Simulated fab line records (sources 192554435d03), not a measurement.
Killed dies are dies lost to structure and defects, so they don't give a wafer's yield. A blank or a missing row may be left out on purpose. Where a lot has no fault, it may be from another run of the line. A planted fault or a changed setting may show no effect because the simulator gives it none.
Comparing a struck lot with a sound one + flow n5_finfet + 14 out of 1938 route steps
Sound: wafers L102.1, L102.3, L102.6. The struck wafers were L110.2, L110.3, L110.6. The cause is given at the end.
Each step with rows lists, per side, the tool, then ch with its chambers, then its first start. Under that, the readings that differ: sound wafers + struck wafers + difference of the means + sigmas: that difference in standard deviations of wafers without a fault.
alike: readings whose means differ by less than 2 such deviations, and words and numbers that are the same on both sides. not compared: withheld readings, readings that some wafer has no value for, bounds like >300 that may hide the same value, and numbers for which the record gives no deviation and whose values overlap.
A row with sigmas, a row that says differs or no value, or rows on one side alone: a step with any of these is where the two part. Numbers that have no deviation but don't overlap get no sigmas and don't part them. A reading that every wafer of one side lacks parts them only if that side has two wafers or more.

N5_BEOL_M8_OVL_MEAS_12:
  sound on overlay-01 ch 0, day 11 09:33; struck on overlay-01 ch 0, day 13 14:59
  alike: M8_OVL
N5_BEOL_M8_INSPECT_13: inspects for defects (brightfield).
  struck on defect_inspect-02, day 13 15:01; sound on defect_inspect-01, day 11 09:34
  alike: raw_defect_count
N5_BEOL_M8_DESCUM_16: chemistry O2, time 7.9 s.
  sound on rie_diel-03 ch 0,2,3, day 11 10:23; struck on rie_diel-03 ch 0,2, day 13 15:03
  alike: bias_power_w, drypump_motor_current_A, oes_product_au, rf_vpp_V, showerhead_plenum_p_Torr, throttle_valve_pct
  not compared: rf_hours_counter_h
N5_BEOL_M8_ETCH_61: etches SiARC in CF4, target depth 45.5 nm, time 75.8 s.
  sound on rie_diel-03 ch 0,2,3, day 11 10:25; struck on rie_diel-03 ch 0,2, day 13 15:05
  alike: drypump_motor_current_A, etch_rf_on_time_s, mfc_ar_sccm, oes_product_au, rf_vpp_V, showerhead_plenum_p_Torr, throttle_valve_pct
  not compared: rf_hours_counter_h
N5_BEOL_M8_ETCH_62: etches SOC in N2/H2, target depth 110 nm, overetch 22 nm, time 165 s.
  sound on rie_diel-03 ch 0,2,3, day 11 10:28; struck on rie_diel-03 ch 0,3, day 13 15:08
  alike: drypump_motor_current_A, oes_product_au, rf_vpp_V, showerhead_plenum_p_Torr, throttle_valve_pct
  not compared: rf_hours_counter_h
then, 1 step without rows for these wafers: N5_BEOL_M8_STRIP_68 (strips in N2/H2).
N5_BEOL_M8_STRIP_67: strips in CF4.
  sound on rie_diel-03 ch 0,2,3, day 11 10:37; struck on rie_diel-03 ch 1,2, day 13 15:17
  alike: bias_power_w, drypump_motor_current_A, oes_product_au, rf_vpp_V, showerhead_plenum_p_Torr, throttle_valve_pct
  not compared: rf_hours_counter_h
N5_BEOL_M8_HM_OPEN_17: chemistry Cl2/BCl3, target TiN, target depth 20 nm, overetch 6 nm.
  sound on rie_metal-02 ch 0,1, day 11 10:40; struck on rie_metal-02 ch 0,1, day 13 15:20
  alike: drypump_motor_current_A, mfc_ar_sccm, oes_product_au, throttle_valve_pct
  not compared: rf_hours_counter_h
then, 1 step without rows for these wafers: N5_BEOL_M8_STRIP_19 (strips in O2).
N5_BEOL_M8_CD_MEAS_18: pitch 80 nm, target cd 40 nm.
  struck on cd_sem-02, day 13 15:32; sound on cd_sem-01, day 11 10:51
  alike: cd_nm
then, 2 steps without rows for these wafers: N5_BEOL_M8_COAT_63 (time 60 s, resist thk 60 nm); N5_BEOL_M8_COAT_64 (time 60 s, resist thk 12 nm).
N5_BEOL_M8_COAT_71: time 60 s, resist thk 5 nm.
  sound on litho_track-01 ch 0, day 11 10:53; struck on litho_track-01 ch 0, day 13 15:35
| reading                  | sound                | struck               | difference | sigmas |
|--------------------------|----------------------|----------------------|------------|--------|
| heater_power_total_W (W) | 392.7 391.9 391.2    | 384.7 384.5 387.2    | -6.5       | -5     |
| plate_temp_C (C)         | 204.70 204.94 205.08 | 202.59 202.67 202.68 | -2.26      | -14    |
  alike: spin_speed_rpm
then, 1 step without rows for these wafers: N5_BEOL_M8_COAT_22 (resist thk 30 nm).

WHERE THEY PART
At N5_BEOL_M8_COAT_71 and nowhere else, as far as this record goes.

WHY: what the simulator had put in
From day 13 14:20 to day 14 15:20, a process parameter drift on litho_track-01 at N5_BEOL_M8_COAT_71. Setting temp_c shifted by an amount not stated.
